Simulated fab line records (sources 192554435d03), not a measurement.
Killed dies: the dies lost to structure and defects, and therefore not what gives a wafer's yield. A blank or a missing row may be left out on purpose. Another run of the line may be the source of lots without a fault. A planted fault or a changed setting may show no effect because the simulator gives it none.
Matching of chambers | flow n5 finfet | N5_BEOL_M1_STRIP_19 on rie diel-01 has 4 sister chambers
The step strips in O2. 18 wafers are shown with their chamber, then 9 later ones without.

WAFERS PAIRED WITH THEIR CHAMBERS
wafer  | chamber | drypump motor current A (A) | showerhead plenum p Torr (Torr) | throttle valve pct (%)
L074.1 | 2       | 6.1                         | 2.01                            | 16.87
L074.2 | 1       | 5.8                         | 2.09                            | 16.53
L074.3 | 3       | 6.2                         | 2.05                            | 16.31
L078.2 | 3       | 6.3                         | 2.04                            | 16.35
L078.4 | 0       | 5.2                         | 2.16                            | 16.63
L078.5 | 3       | 6.3                         | 2.04                            | 16.35
L079.3 | 3       | 6.2                         | 2.04                            | 16.34
L079.4 | 1       | 5.9                         | 2.08                            | 16.54
L079.6 | 1       | 5.8                         | 2.08                            | 16.54
L080.1 | 0       | 5.2                         | 2.16                            | 16.63
L080.4 | 3       | 6.2                         | 2.04                            | 16.34
L080.6 | 1       | 5.8                         | 2.08                            | 16.53
L081.1 | 1       | 5.8                         | 2.08                            | 16.54
L081.2 | 0       | 5.2                         | 2.16                            | 16.64
L081.5 | 1       | 5.8                         | 2.08                            | 16.53
L083.1 | 0       | 5.2                         | 2.15                            | 16.66
L083.2 | 2       | 6.1                         | 2.01                            | 16.89
L083.5 | 2       | 6.1                         | 2.01                            | 16.90

SIGNATURES, as means of the wafers listed above
reading                  | chamber 0 | chamber 1 | chamber 2 | chamber 3 | scatter within a chamber
drypump motor current A  | 5.200     | 5.817     | 6.100     | 6.240     | 0.0381
showerhead plenum p Torr | 2.1575    | 2.0817    | 2.0100    | 2.0420    | 0.00413
throttle valve pct       | 16.6400   | 16.5350   | 16.8867   | 16.3380   | 0.0128
Rule: for each reading, subtract the chamber's mean from the wafer's reading, divide by that reading's scatter and square the result; add these up over the readings and take the root, which gives the wafer's distance from the chamber. The wafer belongs to the nearest chamber; if the next one is less than 2 further off, it can't be placed. How the scatter is found: for the shown wafers, subtract from each reading the mean of its chamber, square and add these, divide the total by (wafers less chambers), then take the root.

WAFERS WITH NO CHAMBER GIVEN
wafer  | drypump motor current A (A) | showerhead plenum p Torr (Torr) | throttle valve pct (%)
L088.2 | 6.2                         | 2.04                            | 16.38
L088.5 | 6.1                         | 2.00                            | 16.91
L088.6 | 5.8                         | 2.08                            | 16.57
L090.2 | 6.2                         | 2.04                            | 16.36
L090.3 | 5.2                         | 2.15                            | 16.68
L090.4 | 5.8                         | 2.08                            | 16.57
L089.3 | 6.2                         | 2.04                            | 16.39
L089.4 | 6.1                         | 2.00                            | 16.93
L089.5 | 6.2                         | 2.04                            | 16.38

EACH ONE'S CHAMBER
wafer  | from the rows above | in truth
L088.2 | 3                   | 3
L088.5 | 2                   | 2
L088.6 | 1                   | 1
L090.2 | 3                   | 3
L090.3 | 0                   | 0
L090.4 | 1                   | 1
L089.3 | 3                   | 3
L089.4 | 2                   | 2
L089.5 | 3                   | 3
Correctly placed: 9 of 9. From these rows, 0 cannot be placed. Number placed wrongly: 0.
